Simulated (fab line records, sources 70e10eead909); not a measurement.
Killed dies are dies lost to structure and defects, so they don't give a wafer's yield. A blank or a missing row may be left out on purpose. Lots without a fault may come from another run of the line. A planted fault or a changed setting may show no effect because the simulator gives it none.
fab line records | flow nand_harc | part 2 of 2: steps 5 to 6 of 6
record lots=22 wafers=66 last_day=29
route steps=1159 shown A_SLIT@793 A_CONTACT@854
lots that met no fault: from a run of the same line without faults
start_h: hours from the record's first day to the start of the lot's first wafer shown | wait_h: hours since the lot's step before | " the same as in the row above | L1.1+2: a row that stands for several wafers | - no value, or no start given | * or withheld: withheld | < > ~ a bound
route shown NAME@n: a module of which the file shows steps, and the number in the route of the first | usual: mean/standard deviation of fault-free wafers | same: alike in all rows | chamber/n: place in a boat | sites: the reading at each site | _std_site: their standard deviation | _edge_site: outer sites' mean less inner sites' | radius_mm: how far each site lies from the wafer's centre | mask NAME#n: copy n | behind: the tool/chamber that last shaped the wafer | hold: why the lot was held/for how many hours/how that ended | device: the transistor (n, p or np) that didn't switch | end of line: the same wafers' tests at the end of the route | a step without rows: its recipe alone | killed: dies lost to structure and defects at the first sort, not the wafer's yield | map: a wafer's dies, x killed, . not, _ none there
set.NAME: the setting as run; set.NAME@STEP: as run at that earlier step | model.NAME: the simulator's own value behind a step, which no gauge read
steps of the route over a sample of lots; a table a step, a row a wafer
services: from which hour (start_h, from the record's first day; less than 0 if before it) a tool's chamber was out of use, for how many hours, and why
## steps
# step NHARC_A_CONTACT_OVL_MEAS_43
# usual overlay_x_nm=0.0/0.92 overlay_y_nm=0.2/0.92
# columns lot.wafer tool chamber start_h wait_h overlay_x_nm overlay_y_nm
L077.1 overlay-01 - 443.28 - 0.2 -1.7
L077.4 " - " " 0.1 -1.0
L077.6 " - " " -0.4 -1.3
L078.1 overlay-01 - 445.21 - -0.9 2.1
L078.3 " - " " -0.9 2.0
L078.6 " - " " -1.0 2.0
L076.1 overlay-02 - 450.91 - -2.7 1.5
L076.2 " - " " -2.2 1.7
L076.6 " - " " -2.5 2.0
L074.1 overlay-01 - 451.06 - 0.9 -0.5
L074.5 " - " " 1.2 -0.5
L074.6 " - " " 1.3 -0.3
L075.1 overlay-02 - 456.76 - -0.1 0.3
L075.2 " - " " -0.2 1.1
L075.5 " - " " -0.6 1.2
L082.1 overlay-02 - 465.13 - 0.3 1.0
L082.2 " - " " 0.4 1.2
L082.5 " - " " 0.0 1.4
L080.4 overlay-01 - 466.08 - 1.2 -0.8
L080.5 " - " " 0.3 0.4
L080.6 " - " " 1.4 -0.4
L079.4 overlay-01 - 471.71 - 0.8 0.5
L079.5 " - " " 1.2 0.8
L079.6 " - " " 1.3 1.1
L081.2 overlay-02 - 472.21 - 0.5 -0.3
L081.3 " - " " 0.1 -0.2
L081.6 " - " " 0.4 0.3
L084.2 overlay-01 - 476.61 - -0.2 -0.3
L084.4 " - " " -0.1 -0.4
L084.5 " - " " -0.3 0.1
L083.2 overlay-01 - 481.33 - -0.4 0.7
L083.3 " - " " -0.7 0.3
L083.5 " - " " -1.0 -0.2
L087.1 overlay-01 - 494.13 - 0.3 0.3
L087.2 " - " " 0.5 1.1
L087.6 " - " " 0.0 0.8
L085.1 overlay-02 - 497.13 - -0.1 0.5
L085.2 " - " " -0.5 0.7
L085.6 " - " " -0.6 0.9
L088.1 overlay-01 - 509.65 - 0.3 0.6
L088.2 " - " " -0.4 0.0
L088.4 " - " " -0.4 0.6
L089.2 overlay-02 - 512.48 - 0.4 -0.6
L089.4 " - " " 0.0 -0.3
L089.5 " - " " 0.5 -1.0
L093.1 overlay-02 - 516.93 - -0.9 0.5
L093.2 " - " " -1.0 0.4
L093.6 " - " " -1.4 0.1
L092.1 overlay-02 - 519.28 - 2.4 -1.3
L092.2 " - " " 1.6 -0.8
L092.6 " - " " 1.8 -0.5
L091.4 overlay-01 - 521.61 - 0.6 0.0
L091.5 " - " " 0.9 -0.1
L091.6 " - " " 0.7 0.2
L094.1 overlay-02 - 528.44 - -0.5 -0.2
L094.3 " - " " -0.1 -0.4
L094.6 " - " " -0.2 -0.1
L090.1 overlay-02 - 528.87 - 0.6 1.1
L090.2 " - " " 0.7 1.3
L090.6 " - " " 0.8 1.4
L086.1 overlay-01 - 537.80 - -0.9 0.1
L086.3 " - " " -1.2 -0.1
L086.5 " - " " -0.4 -0.7
L096.1 overlay-02 - 555.94 - 0.2 -1.0
L096.4 " - " " 0.5 -1.0
L096.5 " - " " 0.5 -0.8
# step NHARC_A_CONTACT_ETCH_48
# recipe target_depth_a=390 over_etch_frac=0.3 time_s=65 ion_energy_ev=80 cf4_flow_sccm=150 ar_flow_sccm=0 rf_w=300 bias_w=100 chemistry=CF4
# usual bias_w=99.99/0.3 drypump_motor_current_A=5.8/0.6 oes_product_au=0.997/0.0075 rf_vpp_V=151.3/1.3 showerhead_plenum_p_Torr=1.78/0.073 throttle_valve_pct=13.284/0.0091
# columns lot.wafer tool chamber start_h wait_h bias_w drypump_motor_current_A oes_product_au rf_hours_counter_h rf_vpp_V showerhead_plenum_p_Torr throttle_valve_pct
L077.1 rie_diel-06 0 443.51 0.1 100.04 6.7 0.989 4 150.5 1.80 13.294
L077.4 " 1 " " 100.03 5.0 1.002 4 151.3 1.88 13.276
L077.6 " 3 " " 100.02 5.9 1.003 - 150.0 1.84 13.283
L078.3 rie_diel-06 0 445.39 0.1 99.74 6.7 0.991 4 150.2 1.80 13.295
L078.1 " 2 " " 99.69 5.3 1.005 4 150.0 1.67 13.291
L078.6 " 1 " " 100.17 5.0 0.996 - 154.4 1.88 13.285
L076.2 rie_diel-04 0 451.10 0.1 100.26 6.4 1.006 78 149.1 1.69 13.274
L076.1 " 3 " " 100.00 5.1 1.010 72 151.9 1.88 13.292
L076.6 " 1 " " 100.14 5.4 1.004 - 152.5 1.78 13.287
L074.1 rie_diel-05 2 451.28 0.1 99.40 6.5 0.999 45 153.1 1.82 13.282
L074.6 " 1 " " 99.86 6.0 1.007 - 151.4 1.72 13.283
L074.5 " 0 " " 100.16 5.2 0.997 - 151.1 1.76 13.270
L075.1 rie_diel-06 2 456.94 0.1 100.01 5.3 1.008 7 150.4 1.67 13.277
L075.2 " 0 " " 99.89 6.7 1.003 7 150.4 1.80 13.285
L075.5 " 3 " " 99.36 5.8 0.992 - 153.0 1.84 13.286
L082.1 rie_diel-04 2 465.33 0.1 100.49 6.4 1.000 80 151.6 1.77 13.292
L082.2 " 0 " " 99.52 6.4 1.006 84 150.3 1.69 13.277
L082.5 " 2 " " 100.05 6.4 0.998 - 152.6 1.77 13.272
L080.4 rie_diel-05 3 466.57 0.2 100.32 5.5 0.987 50 149.0 1.68 13.280
L080.5 " 3 " " 100.02 5.5 0.991 - 150.2 1.68 13.281
L080.6 " 0 " " 100.05 5.3 0.994 - 151.4 1.76 13.275
L079.4 rie_diel-06 2 472.10 0.3 99.98 5.3 1.003 11 150.1 1.67 13.266
L079.5 " 2 " " 100.37 5.3 1.002 - 150.2 1.67 13.298
L079.6 " 3 " " 99.78 5.9 0.990 - 152.7 1.84 13.272
L081.3 rie_diel-06 2 472.50 0.1 100.57 5.3 0.997 11 150.4 1.67 13.277
L081.2 " 0 " " 99.48 6.7 0.983 12 152.5 1.80 13.277
L081.6 " 2 " " 100.21 5.3 0.990 - 150.0 1.67 13.287
L084.2 rie_diel-06 0 476.82 0.1 99.96 6.7 0.989 14 150.5 1.80 13.305
L084.4 " 1 " " 99.82 5.0 0.998 13 153.4 1.87 13.296
L084.5 " 2 " " 100.10 5.3 1.008 - 151.0 1.67 13.278
L083.3 rie_diel-04 2 481.53 0.1 100.36 6.4 1.000 2 151.0 1.77 13.297
L083.2 " 3 " " 99.73 5.1 0.997 2 151.7 1.87 13.269
L083.5 " 1 " " 100.04 5.4 1.001 - 151.2 1.78 13.290
L087.1 rie_diel-04 3 494.32 0.1 99.61 5.1 1.004 6 151.9 1.87 13.269
L087.2 " 1 " " 100.06 5.4 0.998 8 150.9 1.78 13.282
L087.6 " 0 " " 99.84 6.4 1.001 - 148.8 1.69 13.282
L085.1 rie_diel-04 0 497.36 0.1 99.22 6.4 0.997 7 149.8 1.69 13.270
L085.2 " 1 " " 100.07 5.4 0.991 9 150.1 1.78 13.276
L085.6 " 1 " " 100.30 5.4 0.988 - 151.6 1.78 13.276
L088.2 rie_diel-06 2 509.83 0.1 99.83 5.3 1.014 18 150.3 1.67 13.278
L088.1 " 3 " " 100.20 5.9 0.996 18 151.9 1.84 13.292
L088.4 " 1 " " 99.93 5.0 0.993 19 153.4 1.87 13.274
L089.4 rie_diel-06 2 512.67 0.1 100.27 5.3 1.004 19 149.0 1.67 13.280
L089.2 " 0 " " 100.28 6.7 0.986 20 151.2 1.80 13.278
L089.5 " 2 " " 100.10 5.3 0.999 - 149.1 1.67 13.293
L093.2 rie_diel-04 3 517.11 0.1 100.11 5.1 0.995 13 153.2 1.87 13.279
L093.1 " 2 " " 100.36 6.4 0.993 15 150.7 1.77 13.287
L093.6 " 0 " " 100.22 6.5 1.007 - 149.0 1.68 13.283
L092.1 rie_diel-04 1 519.47 0.1 100.31 5.4 0.986 15 150.1 1.78 13.285
L092.2 " 2 " " 99.67 6.4 0.995 15 150.7 1.77 13.279
L092.6 " 1 " " 99.82 5.4 0.987 - 151.3 1.78 13.278
L091.4 rie_diel-06 2 521.83 0.1 100.26 5.3 0.997 21 150.1 1.67 13.287
L091.5 " 0 " " 99.76 6.7 0.995 - 150.8 1.80 13.292
L091.6 " 1 " " 99.91 5.0 0.987 - 153.0 1.87 13.277
L094.1 rie_diel-04 3 528.63 0.1 99.92 5.1 0.991 20 151.4 1.87 13.293
L094.3 " 1 " " 99.72 5.4 0.984 20 150.1 1.77 13.270
L094.6 " 2 " " 99.99 6.4 0.988 - 153.0 1.77 13.290
L090.1 rie_diel-06 2 529.05 0.1 100.16 5.3 1.003 23 149.8 1.67 13.281
L090.2 " 3 " " 99.80 5.9 0.981 24 151.2 1.84 13.278
L090.6 " 2 " " 100.41 5.3 1.009 - 149.7 1.67 13.295
L086.3 rie_diel-04 0 537.99 0.1 99.78 6.4 1.003 24 150.1 1.68 13.271
L086.1 " 1 " " 99.75 5.4 0.986 25 151.1 1.77 13.283
L086.5 " 0 " " 99.79 6.4 0.996 - 150.3 1.68 13.274
L096.4 rie_diel-06 2 556.12 0.1 100.32 5.3 1.009 28 151.5 1.66 13.281
L096.1 " 1 " " 100.33 5.0 0.988 29 151.9 1.87 13.289
L096.5 " 3 " " 100.16 5.9 0.995 - 151.2 1.84 13.273
## services
# columns tool chamber start_h hours kind
rie_diel-03 0 371.57 - clean
rie_diel-03 2 382.39 7.4 repair
rie_diel-06 1 383.52 8.2 repair
rie_diel-03 0 386.69 1.8 repair
rie_diel-03 1 388.34 9.2 repair
rie_diel-09 3 392.26 1.4 repair
rie_diel-03 - 392.30 9.0 pm
rie_diel-04 3 408.30 13.9 repair
rie_diel-10 0 411.24 4.5 repair
rie_diel-05 1 417.88 5.9 repair
rie_diel-06 - 418.69 9.0 pm
rie_diel-09 - 431.10 9.0 pm
rie_diel-10 0 437.19 62.3 repair
rie_diel-03 1 437.64 6.3 repair
rie_diel-05 3 449.53 12.9 repair
rie_diel-04 3 461.57 8.7 repair
rie_diel-04 - 466.00 9.0 pm
rie_diel-09 0 474.66 4.2 repair
rie_diel-03 0 479.75 4.6 repair
rie_diel-05 1 481.75 4.3 repair
rie_diel-09 0 500.61 8.7 repair
rie_diel-09 2 511.08 1.6 repair
rie_diel-05 - 518.18 9.0 pm
rie_diel-10 - 530.50 9.0 pm
